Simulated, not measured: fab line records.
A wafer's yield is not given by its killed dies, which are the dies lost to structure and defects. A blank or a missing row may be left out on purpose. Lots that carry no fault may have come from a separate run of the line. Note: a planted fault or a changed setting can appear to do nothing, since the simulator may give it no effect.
Chamber matching ; flow n5-finfet ; N5_SDB_CMP_30 on cmp-04 has 4 sister chambers
The step polishes, stops on poly-Si, t overpolish 1.54 s, target thk 30 nm. 4 wafers are shown with their chamber, then 10 later ones without.

## WAFERS PAIRED WITH THEIR CHAMBERS
wafer;chamber;motor-current-A (A)
L084.3;2;9.6
L085.4;1;11.5
L087.2;0;11.0
L087.5;3;13.7

## WAFERS WITHOUT THEIR CHAMBER
wafer;motor-current-A (A)
L087.6;10.4
L088.3;13.6
L088.4;9.7
L088.6;10.0
L095.1;11.3
L095.3;12.8
L095.5;10.2
L096.1;10.5
L096.2;9.9
L096.3;11.5

## CHAMBER TAKEN BY EACH
wafer;from the rows above;in truth
L087.6;can't be placed: 0 or 2 or 1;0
L088.3;3;3
L088.4;2;2
L088.6;can't be placed: 2 or 0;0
L095.1;can't be placed: 1 or 0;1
L095.3;can't be placed: 3 or 1 or 0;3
L095.5;can't be placed: 2 or 0 or 1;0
L096.1;can't be placed: 0 or 2 or 1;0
L096.2;can't be placed: 2 or 0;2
L096.3;can't be placed: 1 or 0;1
Placed correctly: 2 of 10. Unplaceable from these rows: 8, with the true chamber sitting among the candidates in 8. Number placed wrongly: 0.
How it was worked out, from the rows above alone: a wafer's distance from a chamber is the root of the sum, over the readings, of the square of ((its reading less the chamber's mean) divided by the reading's scatter). The wafer belongs to the nearest chamber; if the next one is less than 2 further off, it can't be placed. For every chamber, the mean is computed from those of its wafers that are shown. The scatter: root of mean squared gap, hidden wafer to nearest shown wafer, with one shown wafer a chamber.
